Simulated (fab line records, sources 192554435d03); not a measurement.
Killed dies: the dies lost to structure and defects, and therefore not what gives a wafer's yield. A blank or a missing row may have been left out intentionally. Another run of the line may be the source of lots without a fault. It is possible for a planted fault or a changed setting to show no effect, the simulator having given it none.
fab line records ; flow n5-finfet
[record] lots = 10; wafers = 30; last-day = 21
route steps=1938 shown STI_FIN_REVEAL@200 DUMMY_GATE@225 BEOL_M4@1111
lots with no fault: from the same line, run without faults
start-h: hours from the record's opening day to when the first of the lot's shown wafers began ; wait-h: time in hours since the lot's previous step ; " repeats the value in the row above ; L1.1+2: one row covering several wafers at once ; - no value, or no start given ; * or withheld: withheld ; < > ~ a bound
route shown NAME@n: names a module that has steps shown in the file, with the first one's number in the route ; usual: average and standard deviation across the fault-free wafers ; same: alike in all rows ; chamber/n: place in a boat ; sites: the reading at each site ; _std_site: standard deviation across them ; _edge_site: inner sites' mean taken away from outer sites' mean ; radius-mm: for every site, how far away it sits from the centre of the wafer ; mask NAME#n: copy n ; behind: the last tool/chamber to shape the wafer ; hold: the reason the lot was held/the length of the hold in hours/how it ended ; device: transistor that didn't switch, given as n, p or np ; end of line: the same wafers' tests at the end of the route ; for a step that has no rows: nothing shown but its recipe ; killed: the dies lost at the first sort to structure and to defects; this is not the yield of the wafer ; map: the dies of a wafer, with x for killed, . for not killed, _ for no die there
set.NAME: setting as actually run; set.NAME@STEP: the setting as run at that earlier step ; model.NAME: the simulator's own value behind a step, which no gauge read
the route's steps for a sample of lots (tables are steps, rows are wafers)
services: from which hour (start-h, from the record's first day; less than 0 if before it) a tool's chamber was out of use, for how many hours, and why
[[steps]]
[step N5_STI_FIN_REVEAL_OXIDATION_31]
[recipe] chemistry = O2_PLASMA_REMOTE; temp-c = 150; time-s = 20; pressure-mtorr = 1000; source-power-w = 2000; o2-flow-sccm = 3000
[usual] drypump-motor-current-A = 5.9/0.64; heater-power-w = 134/6.5
lot.wafer;tool;chamber;start-h;wait-h;drypump-motor-current-A;heater-power-w;rf-hours-counter-h
L953.4;plasma-asher-02;0;48.22;0.1;6.6;139;-
L953.5;plasma-asher-02;1;48.22;0.1;5.1;135;-
L953.6;plasma-asher-02;0;48.22;0.1;6.6;142;-
L954.1;plasma-asher-01;0;55.74;0.0;6.0;121;77
L954.4;plasma-asher-01;1;55.74;0.0;6.1;127;-
L954.6;plasma-asher-01;0;55.74;0.0;6.0;123;-
L956.1;plasma-asher-01;1;67.01;0.0;6.0;128;80
L956.3;plasma-asher-01;1;67.01;0.0;6.0;129;-
L956.4;plasma-asher-01;0;67.01;0.0;6.0;124;-
L957.3;plasma-asher-01;1;73.29;0.1;6.0;125;-
L957.4;plasma-asher-01;0;73.29;0.1;6.0;122;-
L957.5;plasma-asher-01;1;73.29;0.1;6.0;130;-
L958.1;plasma-asher-02;1;78.49;0.0;5.1;136;42
L958.2;plasma-asher-02;0;78.49;0.0;6.6;137;42
L958.4;plasma-asher-02;0;78.49;0.0;6.6;136;-
L963.3;plasma-asher-01;1;111.67;0.1;6.0;126;-
L963.5;plasma-asher-01;1;111.67;0.1;6.0;129;-
L963.6;plasma-asher-01;0;111.67;0.1;6.0;123;-
L964.2;plasma-asher-02;0;116.69;0.0;6.6;139;49
L964.4;plasma-asher-02;0;116.69;0.0;6.6;141;-
L964.6;plasma-asher-02;1;116.69;0.0;5.1;136;-
L967.3;plasma-asher-02;0;133.08;0.1;6.6;140;-
L967.5;plasma-asher-02;1;133.08;0.1;5.1;144;-
L967.6;plasma-asher-02;0;133.08;0.1;6.6;139;-
L968.1;plasma-asher-02;1;139.36;0.0;5.1;134;53
L968.2;plasma-asher-02;0;139.36;0.0;6.6;137;53
L968.3;plasma-asher-02;0;139.36;0.0;6.6;137;-
L969.1;plasma-asher-02;1;144.83;0.0;5.1;137;54
L969.2;plasma-asher-02;0;144.83;0.0;6.6;136;54
L969.5;plasma-asher-02;0;144.83;0.0;6.6;139;-
[step N5_STI_FIN_REVEAL_INSPECT_13]
[recipe] inspect-instrument = darkfield; mode = post-clean
[usual] raw-defect-count = 12/5.6
lot.wafer;tool;chamber;start-h;wait-h;raw-defect-count
L953.4;defect-inspect-02;-;48.85;0.0;6
L953.5;defect-inspect-02;-;48.85;0.0;11
L953.6;defect-inspect-02;-;48.85;0.0;17
L954.1;defect-inspect-02;-;56.37;0.0;3
L954.4;defect-inspect-02;-;56.37;0.0;19
L954.6;defect-inspect-02;-;56.37;0.0;9
L956.1;defect-inspect-02;-;67.65;0.0;10
L956.3;defect-inspect-02;-;67.65;0.0;5
L956.4;defect-inspect-02;-;67.65;0.0;9
L957.3;defect-inspect-01;-;73.90;0.0;12
L957.4;defect-inspect-01;-;73.90;0.0;10
L957.5;defect-inspect-01;-;73.90;0.0;13
L958.1;defect-inspect-02;-;79.12;0.0;11
L958.2;defect-inspect-02;-;79.12;0.0;22
L958.4;defect-inspect-02;-;79.12;0.0;27
L963.3;defect-inspect-01;-;112.29;0.0;7
L963.5;defect-inspect-01;-;112.29;0.0;15
L963.6;defect-inspect-01;-;112.29;0.0;14
L964.2;defect-inspect-01;-;117.38;0.0;22
L964.4;defect-inspect-01;-;117.38;0.0;11
L964.6;defect-inspect-01;-;117.38;0.0;21
L967.3;defect-inspect-02;-;133.70;0.0;19
L967.5;defect-inspect-02;-;133.70;0.0;7
L967.6;defect-inspect-02;-;133.70;0.0;19
L968.1;defect-inspect-01;-;140.08;0.0;13
L968.2;defect-inspect-01;-;140.08;0.0;11
L968.3;defect-inspect-01;-;140.08;0.0;17
L969.1;defect-inspect-02;-;145.47;0.0;11
L969.2;defect-inspect-02;-;145.47;0.0;21
L969.5;defect-inspect-02;-;145.47;0.0;12
[step N5_DUMMY_GATE_COAT_09]
[recipe] resist = CAR-EUV; spin-rpm = 1500; resist-thk-nm = 30
[usual] spin-speed-rpm = 1500.0/0.85
lot.wafer;tool;chamber;start-h;wait-h;spin-speed-rpm
L953.4;litho-track-05;0;57.06;-;1498.8
L953.5;litho-track-05;0;57.06;-;1500.5
L953.6;litho-track-05;0;57.06;-;1498.6
L954.1;litho-track-05;0;64.61;-;1500.3
L954.4;litho-track-05;0;64.61;-;1500.5
L954.6;litho-track-05;0;64.61;-;1499.5
L956.1;litho-track-02;0;75.89;-;1499.2
L956.3;litho-track-02;0;75.89;-;1499.9
L956.4;litho-track-02;0;75.89;-;1499.6
L957.3;litho-track-04;0;82.13;-;1500.5
L957.4;litho-track-04;0;82.13;-;1500.6
L957.5;litho-track-04;0;82.13;-;1501.9
L958.1;litho-track-04;0;88.17;-;1501.8
L958.2;litho-track-04;0;88.17;-;1501.4
L958.4;litho-track-04;0;88.17;-;1499.5
L963.3;litho-track-04;0;120.50;-;1498.8
L963.5;litho-track-04;0;120.50;-;1499.4
L963.6;litho-track-04;0;120.50;-;1501.1
L964.2;litho-track-04;0;125.59;-;1501.1
L964.4;litho-track-04;0;125.59;-;1500.8
L964.6;litho-track-04;0;125.59;-;1499.4
L967.3;litho-track-05;0;141.93;-;1499.1
L967.5;litho-track-05;0;141.93;-;1500.7
L967.6;litho-track-05;0;141.93;-;1500.3
L968.1;litho-track-05;0;148.30;-;1722.6
L968.2;litho-track-05;0;148.30;-;1722.9
L968.3;litho-track-05;0;148.30;-;1721.8
L969.1;litho-track-05;0;153.69;-;1724.3
L969.2;litho-track-05;0;153.69;-;1721.9
L969.5;litho-track-05;0;153.69;-;1723.7
[step N5_DUMMY_GATE_STRIP_40]
[recipe] chemistry = CF4; resist = SiARC; power-w = 300; bias-power-w = 75; pressure-mtorr = 50; cf4-flow-sccm = 150; rf-frequency-hz = 6e+07
[usual] drypump-motor-current-A = 5.8/0.36; oes-product-au = 0.80/0.083; rf-vpp-V = 271.0/1.4; showerhead-plenum-p-Torr = 1.79/0.051; throttle-valve-pct = 13.56/0.19
lot.wafer;tool;chamber;start-h;wait-h;drypump-motor-current-A;oes-product-au;rf-hours-counter-h;rf-vpp-V;showerhead-plenum-p-Torr;throttle-valve-pct
L953.4;rie-diel-01;0;58.01;0.1;5.4;0.70;228;270.5;1.77;13.92
L953.5;rie-diel-01;3;58.01;0.1;6.1;0.69;-;271.6;1.84;13.84
L953.6;rie-diel-01;0;58.01;0.1;5.4;0.70;-;270.4;1.77;13.92
L954.1;rie-diel-01;1;65.78;0.4;5.6;0.73;196;269.3;1.71;13.80
L954.4;rie-diel-01;3;65.78;0.4;6.1;0.70;247;270.8;1.84;13.85
L954.6;rie-diel-01;3;65.78;0.4;6.1;0.69;-;272.1;1.84;13.83
L956.1;rie-diel-06;3;76.69;0.1;5.8;0.71;201;269.7;1.71;13.46
L956.3;rie-diel-06;1;76.69;0.1;6.3;0.66;236;270.2;1.78;14.05
L956.4;rie-diel-06;0;76.69;0.1;6.5;0.79;112;273.0;1.87;13.47
L957.3;rie-diel-01;2;82.97;0.1;5.7;0.85;40;270.8;1.83;13.66
L957.4;rie-diel-01;1;82.97;0.1;5.6;0.73;-;267.8;1.71;13.82
L957.5;rie-diel-01;0;82.97;0.1;5.4;0.69;-;271.2;1.77;13.95
L958.1;rie-diel-01;1;89.09;0.1;5.6;0.73;204;269.7;1.71;13.82
L958.2;rie-diel-01;2;89.09;0.1;5.7;0.85;42;271.9;1.83;13.67
L958.4;rie-diel-01;1;89.09;0.1;5.6;0.73;-;269.3;1.71;13.84
L963.3;rie-diel-03;2;121.22;0.1;5.9;0.86;34;271.8;1.83;13.41
L963.5;rie-diel-03;2;121.22;0.1;5.9;0.86;-;272.6;1.83;13.42
L963.6;rie-diel-03;3;121.22;0.1;6.2;0.82;-;271.3;1.74;13.33
L964.2;rie-diel-01;0;126.89;0.1;5.4;0.68;249;269.6;1.77;13.99
L964.4;rie-diel-01;1;126.89;0.1;5.6;0.72;218;268.6;1.70;13.86
L964.6;rie-diel-01;2;126.89;0.1;5.7;0.83;-;272.5;1.83;13.70
L967.3;rie-diel-03;0;142.64;0.1;6.0;0.88;27;271.7;1.76;13.55
L967.5;rie-diel-03;0;142.64;0.1;6.0;0.89;-;269.3;1.76;13.54
L967.6;rie-diel-03;1;142.64;0.1;5.1;0.70;-;273.5;1.85;13.50
L968.1;rie-diel-03;2;149.31;0.2;5.9;0.85;43;271.0;1.83;13.47
L968.2;rie-diel-03;1;149.31;0.2;5.2;0.70;211;271.8;1.85;13.52
L968.3;rie-diel-03;0;149.31;0.2;6.0;0.89;29;272.2;1.76;13.53
L969.1;rie-diel-03;1;154.53;0.1;5.2;0.70;213;271.6;1.85;13.52
L969.2;rie-diel-03;3;154.53;0.1;6.2;0.82;87;269.2;1.74;13.39
L969.5;rie-diel-03;0;154.53;0.1;6.0;0.88;-;270.9;1.76;13.56
[step N5_BEOL_M4_RC_MEAS_101]
[usual] DIBL_N = 36.3/1.1; DIBL_P = 36.3/1.4; IOFF_N = 0.155/0.019; IOFF_P = 0.211/0.027; ION_N = 672/8.5; ION_P = 462/5.8; SS_N = 71.5/0.56; SS_P = 73.3/0.52; VT_N = 249.9/2.5; VT_P = -249.8/2.8
lot.wafer;tool;chamber;start-h;wait-h;DIBL_N[mV/V];DIBL_P[mV/V];IOFF_N[nA/um];IOFF_P[nA/um];ION_N[uA/um];ION_P[uA/um];SS_N[mV/dec];SS_P[mV/dec];VT_N[mV];VT_P[mV]
L954.1;prober-01;0;219.84;0.0;35.0;36.1;0.126;0.198;669;459;70.9;72.1;255.9;-249.1
L954.4;prober-01;0;219.84;0.0;35.6;37.4;0.148;0.235;679;473;71.3;73.1;248.9;-247.1
L954.6;prober-01;0;219.84;0.0;36.1;37.8;0.149;0.227;668;458;71.5;72.3;251.6;-248.8
L953.4;prober-01;0;228.86;0.5;35.6;36.9;0.152;0.178;669;451;71.1;73.6;248.7;-253.7
L953.5;prober-01;0;228.86;0.5;34.9;35.4;0.134;0.170;670;456;71.3;73.3;249.2;-252.4
L953.6;prober-01;0;228.86;0.5;35.7;35.9;0.153;0.178;671;455;72.0;73.3;251.5;-253.4
L956.1;prober-01;0;250.22;0.0;36.3;36.4;0.166;0.199;684;462;71.2;73.6;248.7;-252.6
L956.3;prober-01;0;250.22;0.0;34.8;33.7;0.135;0.167;677;463;71.3;72.6;252.9;-251.8
L956.4;prober-01;0;250.22;0.0;36.3;35.6;0.171;0.199;691;465;71.8;73.6;248.2;-250.2
L957.3;prober-01;0;257.20;0.3;38.0;36.8;0.165;0.207;667;454;71.7;73.4;248.1;-253.2
L957.4;prober-01;0;257.20;0.3;37.0;36.1;0.151;0.196;676;456;70.8;72.4;249.1;-252.9
L957.5;prober-01;0;257.20;0.3;37.8;36.5;0.166;0.200;680;455;71.3;73.5;249.3;-253.1
L958.1;prober-02;0;289.57;0.0;36.7;37.0;0.177;0.217;689;466;71.6;74.0;250.4;-248.3
L958.2;prober-02;0;289.57;0.0;37.7;37.7;0.182;0.223;677;459;72.3;73.2;245.9;-247.1
L958.4;prober-02;0;289.57;0.0;36.1;34.9;0.156;0.183;670;456;71.0;73.2;249.7;-251.6
L963.3;prober-01;0;335.78;0.3;34.7;33.6;0.137;0.184;666;458;70.4;72.8;250.3;-251.3
L963.5;prober-01;0;335.78;0.3;36.8;35.7;0.175;0.211;667;453;71.2;73.8;248.7;-250.6
L963.6;prober-01;0;335.78;0.3;35.3;34.6;0.146;0.197;665;458;70.7;73.1;248.0;-250.7
L964.2;prober-01;0;346.64;0.2;36.8;37.0;0.144;0.238;663;460;72.3;73.7;251.8;-247.6
L964.4;prober-01;0;346.64;0.2;34.9;35.0;0.116;0.204;650;455;71.6;72.6;257.1;-250.4
L964.6;prober-01;0;346.64;0.2;37.2;37.4;0.153;0.250;665;460;72.1;73.7;251.9;-248.8
L967.3;prober-01;0;351.59;0.3;35.4;36.2;0.143;0.196;665;461;71.9;73.2;253.8;-252.5
L967.5;prober-01;0;351.59;0.3;35.7;37.6;0.146;0.219;669;463;71.4;73.5;252.3;-248.9
L967.6;prober-01;0;351.59;0.3;34.8;35.6;0.134;0.186;658;454;72.3;73.0;252.1;-251.9
L968.1;prober-01;0;376.28;0.0;36.6;36.9;0.173;0.231;688;470;72.0;73.8;246.9;-248.7
L968.2;prober-01;0;376.28;0.0;37.0;36.9;0.183;0.236;689;471;71.7;74.2;243.4;-246.6
L968.3;prober-01;0;376.28;0.0;36.0;36.1;0.162;0.226;691;472;72.0;73.9;247.4;-246.7
L969.1;prober-02;0;385.35;0.0;38.6;37.7;0.181;0.241;678;462;71.3;74.0;245.7;-248.1
L969.2;prober-02;0;385.35;0.0;37.8;36.1;0.158;0.211;681;466;71.6;73.2;252.3;-249.4
L969.5;prober-02;0;385.35;0.0;37.2;36.0;0.153;0.209;670;458;71.5;73.7;250.3;-249.3
[[services]]
tool;chamber;start-h;hours;kind
rie-diel-06;-;25.45;0.3;repair
rie-diel-03;0;29.64;-;clean
rie-diel-03;0;29.64;-;consumable-replace:focus-ring
rie-diel-03;0;29.64;14.0;scheduled-down
rie-diel-03;0;29.64;14.0;vent-cycle
rie-diel-01;1;48.99;5.8;repair
plasma-asher-01;-;58.58;1.2;repair
rie-diel-01;3;77.62;-;clean
rie-diel-01;3;77.62;-;consumable-replace:focus-ring
rie-diel-01;3;77.62;17.9;scheduled-down
rie-diel-01;3;77.62;17.9;vent-cycle
rie-diel-03;-;82.64;0.7;repair
rie-diel-03;3;106.94;1.8;repair
rie-diel-06;1;123.02;-;clean
rie-diel-06;1;123.02;-;consumable-replace:focus-ring
rie-diel-06;1;123.02;17.3;scheduled-down
rie-diel-06;1;123.02;17.3;vent-cycle
rie-diel-03;0;125.34;6.0;repair
rie-diel-01;0;128.42;-;clean
rie-diel-01;0;128.42;-;consumable-replace:focus-ring
rie-diel-01;0;128.42;12.2;scheduled-down
rie-diel-01;0;128.42;12.2;vent-cycle
[[key]]
[first-sign] step = N5_DUMMY_GATE_COAT_09; reading = spin-speed-rpm; direction = up; sigmas = 99+; usual = *; struck = *
effect none on later readings
met-at N5_DUMMY_GATE_COAT_09
struck-lots L968,L969
not-acting-at N5_STI_FIN_REVEAL_OXIDATION_31,N5_STI_FIN_REVEAL_INSPECT_13,N5_DUMMY_GATE_STRIP_40
onset-between 141.93 148.30
[fault] kind = process-parameter-drift; tool = litho-track-05; chamber = -; onset-h = 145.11; steps = N5_DUMMY_GATE_COAT_09; channel = spin-rpm; offset = *; shape = step; end-h = 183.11; acts-in = *; stated = *
